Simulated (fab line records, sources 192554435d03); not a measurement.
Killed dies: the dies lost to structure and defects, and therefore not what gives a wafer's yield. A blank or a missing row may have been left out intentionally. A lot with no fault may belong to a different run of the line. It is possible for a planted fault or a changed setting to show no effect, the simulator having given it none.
Split-lot trial | flow n5-finfet | 7 lots, 39 wafers read, on a route of 1938 steps

== THE SPLIT ==
At N5_BEOL_M2_TRENCH_ETCH_37 (etches SiOC in C4F6/O2, target depth 55.555 nm, time 29.2 s), the setting time-s was moved away from the recipe's 29.2 s on 15 of the 39 wafers read, by -58.9% to -20.6%. For the rest of the wafers, this setting stayed at what the recipe calls for.

== FROM THE SPLIT TO THE READING: what the file shows between them, 8 steps ==
- N5_BEOL_M2_ETCH_41: etches SiCN in CH3F/O2, target depth 29.9 nm, time 52.5 s
- N5_BEOL_M2_STRIP_97: strips in N2/H2, time 10 s
- N5_BEOL_M2_OCD_MEAS_38
- N5_BEOL_M2_HM_STRIP_39: strips TiN in peroxide tin strip, target depth 25 nm, time 158 s
- N5_BEOL_M2_SRD_40: time 30 s
- N5_BEOL_M2_ECD_50: material Cu, target thk 300 nm
- N5_BEOL_M2_ANNEAL_51: time 90 s
- N5_BEOL_M2_CMP_52: polishes, stops on SiOC, t overpolish 6.8 s, target thk 40 nm

== THE READING ==
M2_THK, in nm, at N5_BEOL_M2_THK_MEAS_53 (measures by xrf). Fault-free wafers of this fab line usually give 39.9 nm, standard deviation 1.9 nm.

wafer  | tool, chamber at the split | time-s as run, s | against the recipe | M2_THK, nm | against lot-mates on the recipe
L074.1 | rie-diel-04, 0             | 29.2             | recipe             | 40.2       | -
L074.2 | rie-diel-04, 3             | 16.72            | -42.7%             | 16.1       | -24.0
L074.3 | rie-diel-04, 2             | 16.72            | -42.7%             | 17.9       | -22.2
L074.4 | rie-diel-04, 1             | 16.72            | -42.7%             | 18.2       | -21.9
L074.5 | rie-diel-04, 2             | 29.2             | recipe             | 38.6       | -
L074.6 | rie-diel-04, 3             | 29.2             | recipe             | 41.4       | -
L079.1 | rie-diel-01, 2             | 29.2             | recipe             | 37.2       | -
L079.2 | rie-diel-01, 1             | 29.2             | recipe             | 43.7       | -
L079.3 | rie-diel-01, 0             | 15.58            | -46.6%             | 10.9       | -28.8
L079.4 | rie-diel-01, 1             | 15.58            | -46.6%             | 16.2       | -23.5
L079.5 | rie-diel-01, 0             | 15.58            | -46.6%             | 14.9       | -24.8
L079.6 | rie-diel-01, 2             | 29.2             | recipe             | 38.2       | -
L082.1 | rie-diel-04, 0             | 29.2             | recipe             | 44.8       | -
L082.2 | rie-diel-04, 1             | 29.2             | recipe             | 41.7       | -
L082.3 | rie-diel-04, 3             | 29.2             | recipe             | 36.9       | -
L082.4 | rie-diel-04, 3             | 29.2             | recipe             | 40.1       | -
L082.5 | rie-diel-04, 1             | 29.2             | recipe             | 42.3       | -
L082.6 | rie-diel-04, 0             | 29.2             | recipe             | 41.0       | -
L081.1 | rie-diel-03, 2             | 23.19            | -20.6%             | 27.0       | -10.6
L081.2 | rie-diel-03, 3             | 29.2             | recipe             | 33.5       | -
L081.3 | rie-diel-03, 1             | 29.2             | recipe             | 40.6       | -
L081.4 | rie-diel-03, 0             | 23.19            | -20.6%             | 28.7       | -8.9
L081.5 | rie-diel-03, 2             | 29.2             | recipe             | 38.8       | -
L081.6 | rie-diel-03, 3             | 23.19            | -20.6%             | 27.3       | -10.3
L086.1 | rie-diel-01, 1             | 29.2             | recipe             | 42.7       | -
L086.3 | rie-diel-01, 2             | 29.2             | recipe             | 37.9       | -
L086.6 | rie-diel-01, 2             | 29.2             | recipe             | 37.3       | -
L091.1 | rie-diel-04, 0             | 11.99            | -58.9%             | 5.2        | -32.8
L091.2 | rie-diel-04, 2             | 11.99            | -58.9%             | 8.1        | -29.9
L091.3 | rie-diel-04, 3             | 29.2             | recipe             | 38.8       | -
L091.4 | rie-diel-04, 1             | 11.99            | -58.9%             | 8.5        | -29.5
L091.5 | rie-diel-04, 3             | 29.2             | recipe             | 36.7       | -
L091.6 | rie-diel-04, 0             | 29.2             | recipe             | 38.6       | -
L094.1 | rie-diel-01, 3             | 13.15            | -55.0%             | 10.1       | -30.7
L094.2 | rie-diel-01, 1             | 13.15            | -55.0%             | 10.7       | -30.1
L094.3 | rie-diel-01, 0             | 29.2             | recipe             | 41.3       | -
L094.4 | rie-diel-01, 2             | 29.2             | recipe             | 39.3       | -
L094.5 | rie-diel-01, 3             | 29.2             | recipe             | 41.9       | -
L094.6 | rie-diel-01, 0             | 13.15            | -55.0%             | 10.5       | -30.3

FIT RESULTS
A straight line over all 39 wafers: M2_THK changes by +0.542 nm for each +1% of time-s; r = +0.99; the points scatter about the line by 2.2 nm.
The same after taking each lot's own level away (the mean of its wafers on the recipe; 39 wafers): +0.538 nm for each +1%; r = +0.99; scatter 2 nm.
Per that fit: largest time-s move, reading shift of 32 nm.
From 37.63 to 41.13 nm: that is the span of the lots' own levels, equal to 1.8 times the standard deviation above.
The two slopes agree, so the slope changes little with the lot-to-lot level.
Check: -31.5 nm against its lot-mates is what the line predicts for one of the wafers moved furthest among these (-58.9%) when that wafer is left out of the fit. It came out at -32.8 nm against them.

== THE WHOLE CHAIN: every reading that the file lists as answering this split, in the file's order ==
step                      | what it does                                                  | reading                                                                          | change (the file's fit)                | r (the file's)
N5_BEOL_M2_TRENCH_ETCH_37 | etches SiOC in C4F6/O2, target depth 55.555 nm, time 29.2 s   | BEOL_M2.feature-depth-nm (the simulator's own value, which no gauge read)        | +0.538 nm for each +1% of the setting  | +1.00
N5_BEOL_M2_TRENCH_ETCH_37 | etches SiOC in C4F6/O2, target depth 55.555 nm, time 29.2 s   | etch.depth-nm (the simulator's own value, which no gauge read)                   | +0.538 nm for each +1% of the setting  | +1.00
N5_BEOL_M2_TRENCH_ETCH_37 | etches SiOC in C4F6/O2, target depth 55.555 nm, time 29.2 s   | TiN_of_BEOL_M2_HM_DEP_02.thk-nm (the simulator's own value, which no gauge read) | -0.0219 nm for each +1% of the setting | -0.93
N5_BEOL_M2_OCD_MEAS_38    |                                                               | trench-depth-nm                                                                  | +0.538 nm for each +1% of the setting  | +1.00
N5_BEOL_M2_CMP_52         | polishes, stops on SiOC, t overpolish 6.8 s, target thk 40 nm | Cu_of_BEOL_M2_ECD_50.thk-nm (the simulator's own value, which no gauge read)     | +0.532 nm for each +1% of the setting  | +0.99
N5_BEOL_M2_THK_MEAS_53    | measures by xrf                                               | M2_THK                                                                           | +0.536 for each +1% of the setting     | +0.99

== THE FILE'S OWN FIT ==
M2_THK changes by +0.536 nm for each +1% of time-s, r = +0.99.
